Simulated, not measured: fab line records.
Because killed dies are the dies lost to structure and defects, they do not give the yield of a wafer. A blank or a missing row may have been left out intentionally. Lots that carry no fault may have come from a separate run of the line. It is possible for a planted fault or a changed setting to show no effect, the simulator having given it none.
Matching of chambers | flow nand harc | rie diel-03 running NHARC_A_M0_STRIP_18: 4 sister chambers
The step strips in N2/H2. 14 wafers are shown with their chamber, then 7 later ones without.

== WAFERS WITH THEIR CHAMBER ==
wafer  | chamber | showerhead plenum p Torr (Torr) | rf vpp V (V) | oes product au (a.u.)
L707.1 | 2       | 2.14                            | 91.4         | 0.992
L707.5 | 2       | 2.14                            | 90.8         | 0.990
L707.6 | 1       | 1.93                            | 89.0         | 0.996
L709.4 | 1       | 1.93                            | 90.4         | 1.002
L709.5 | 0       | 1.89                            | 88.8         | 1.002
L709.6 | 1       | 1.93                            | 90.1         | 1.004
L713.1 | 2       | 2.14                            | 90.5         | 1.007
L713.3 | 1       | 1.93                            | 89.6         | 0.994
L713.5 | 0       | 1.89                            | 90.5         | 1.003
L721.2 | 1       | 1.92                            | 90.2         | 1.001
L721.3 | 2       | 2.14                            | 89.9         | 1.013
L721.6 | 2       | 2.14                            | 91.5         | 1.021
L723.1 | 3       | 2.16                            | 92.1         | 1.023
L723.3 | 0       | 1.89                            | 89.4         | 0.990

SIGNATURES (averages over the wafers above)
reading                  | chamber 0 | chamber 1 | chamber 2 | chamber 3 | scatter within a chamber
showerhead plenum p Torr | 1.8900    | 1.9280    | 2.1400    | 2.1600    | 0.00283
rf vpp V                 | 89.567    | 89.860    | 90.820    | 92.100    | 0.671
oes product au           | 0.99833   | 0.99940   | 1.00460   | 1.02300   | 0.00945
Rule: distance of a wafer from a chamber = root of the sum over the readings of ((wafer's reading minus chamber's mean) / reading's scatter) squared. The wafer belongs to the nearest chamber; if the next one is less than 2 further off, it can't be placed. The scatter is the square root of a quotient: the sum, over the shown wafers, of each reading's squared deviation from its chamber's mean, divided by wafers minus chambers.

== WAFERS WITH NO CHAMBER GIVEN ==
wafer  | showerhead plenum p Torr (Torr) | rf vpp V (V) | oes product au (a.u.)
L723.6 | 2.16                            | 90.4         | 1.010
L729.1 | 2.16                            | 92.7         | 1.017
L729.2 | 1.89                            | 90.0         | 1.003
L729.6 | 1.92                            | 90.3         | 0.998
L730.3 | 1.92                            | 89.6         | 1.004
L730.4 | 2.14                            | 91.6         | 1.011
L730.6 | 2.13                            | 92.9         | 1.016

== CHAMBER TAKEN BY EACH ==
wafer  | from the rows above | in truth
L723.6 | 3                   | 3
L729.1 | 3                   | 3
L729.2 | 0                   | 0
L729.6 | 1                   | 1
L730.3 | 1                   | 1
L730.4 | 2                   | 2
L730.6 | 2                   | 2
Correctly placed: 7 of 7. Number that these rows cannot place: 0. Number placed wrongly: 0.
